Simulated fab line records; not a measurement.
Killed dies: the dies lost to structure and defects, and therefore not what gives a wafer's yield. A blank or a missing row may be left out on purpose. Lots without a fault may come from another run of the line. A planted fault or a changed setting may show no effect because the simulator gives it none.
Matching of chambers + flow nand_harc + NHARC_A_M0_ETCH_34 on rie_diel-04: 4 sister chambers
The step etches the open film in N2/H2, target depth 40 nm, overetch 12 nm, time 43.94 s. 4 wafers are shown with their chamber, then 7 later ones without.

WAFERS, EACH WITH ITS CHAMBER
| wafer  | chamber | showerhead_plenum_p_Torr (Torr) |
|--------|---------|---------------------------------|
| L841.1 | 3       | 2.08                            |
| L841.4 | 2       | 1.99                            |
| L847.1 | 0       | 2.02                            |
| L847.3 | 1       | 2.02                            |

WAFERS MISSING THEIR CHAMBER
| wafer  | showerhead_plenum_p_Torr (Torr) |
|--------|---------------------------------|
| L847.4 | 2.02                            |
| L846.2 | 2.07                            |
| L846.3 | 2.02                            |
| L846.5 | 2.07                            |
| L848.2 | 2.02                            |
| L848.4 | 1.99                            |
| L848.5 | 2.02                            |

THE CHAMBER EACH PASSED THROUGH
| wafer  | from the rows above     | in truth |
|--------|-------------------------|----------|
| L847.4 | can't be placed: 0 or 1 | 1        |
| L846.2 | 3                       | 3        |
| L846.3 | can't be placed: 0 or 1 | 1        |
| L846.5 | 3                       | 3        |
| L848.2 | can't be placed: 0 or 1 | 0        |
| L848.4 | 2                       | 2        |
| L848.5 | can't be placed: 0 or 1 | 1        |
3 of 7 placed correctly. Not placeable from these rows: 4 (in 4, the candidates include the true chamber). Number placed wrongly: 0.
How it was worked out, from the rows above alone: a wafer's distance from a chamber is the root of the sum, over the readings, of the square of ((its reading less the chamber's mean) divided by the reading's scatter). If the next closest chamber is less than 2 further off than the closest, the wafer can't be placed; otherwise it belongs to the closest. For every chamber, the mean is computed from those of its wafers that are shown. The scatter: with one shown wafer a chamber, the root of the mean of the squares of how far each hidden wafer lies from its nearest shown one.
